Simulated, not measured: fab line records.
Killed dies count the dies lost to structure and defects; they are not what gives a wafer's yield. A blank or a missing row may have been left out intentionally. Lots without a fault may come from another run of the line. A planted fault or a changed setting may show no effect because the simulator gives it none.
Chamber matching || flow nandHarc || NHARC_P_CONTACT_CMP_24 on cmp-02 has 4 sister chambers
The step polishes, t overpolish 30 s, target thk 200 nm. 4 wafers are shown with their chamber, then 9 later ones without.

== EACH WAFER AND ITS CHAMBER ==
{"wafer": "L082.3", "chamber": 0, "motorCurrentA (A)": 13.7}
{"wafer": "L092.1", "chamber": 1, "motorCurrentA (A)": 12.4}
{"wafer": "L092.5", "chamber": 2, "motorCurrentA (A)": 14.0}
{"wafer": "L092.6", "chamber": 3, "motorCurrentA (A)": 9.8}

== WAFERS WHOSE CHAMBER IS MISSING ==
{"wafer": "L096.1", "motorCurrentA (A)": 10.6}
{"wafer": "L096.3", "motorCurrentA (A)": 13.4}
{"wafer": "L096.4", "motorCurrentA (A)": 12.4}
{"wafer": "L096.2", "motorCurrentA (A)": 12.9}
{"wafer": "L096.5", "motorCurrentA (A)": 13.1}
{"wafer": "L096.6", "motorCurrentA (A)": 12.8}
{"wafer": "L097.2", "motorCurrentA (A)": 14.2}
{"wafer": "L097.4", "motorCurrentA (A)": 12.6}
{"wafer": "L097.5", "motorCurrentA (A)": 12.5}

== WHICH CHAMBER EACH WENT THROUGH ==
{"wafer": "L096.1", "from the rows above": 3, "in truth": 3}
{"wafer": "L096.3", "from the rows above": "can't be placed: 0 or 2 or 1", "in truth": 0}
{"wafer": "L096.4", "from the rows above": 1, "in truth": 1}
{"wafer": "L096.2", "from the rows above": "can't be placed: 1 or 0 or 2", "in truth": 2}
{"wafer": "L096.5", "from the rows above": "can't be placed: 0 or 1 or 2", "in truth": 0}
{"wafer": "L096.6", "from the rows above": "can't be placed: 1 or 0 or 2", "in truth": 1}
{"wafer": "L097.2", "from the rows above": "can't be placed: 2 or 0", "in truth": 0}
{"wafer": "L097.4", "from the rows above": 1, "in truth": 1}
{"wafer": "L097.5", "from the rows above": 1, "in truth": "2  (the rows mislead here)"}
Placed correctly: 3 of 9. Unplaceable from these rows: 5, with the true chamber sitting among the candidates in 5. 1 placed wrongly.
How it was worked out, from the rows above alone: a wafer's distance from a chamber is the root of the sum, over the readings, of the square of ((its reading less the chamber's mean) divided by the reading's scatter). The wafer belongs to the nearest chamber; if the next one is less than 2 further off, it can't be placed. The mean given for a chamber averages the wafers shown for that chamber. The scatter: with one shown wafer a chamber, the root of the mean of the squares of how far each hidden wafer lies from its nearest shown one.
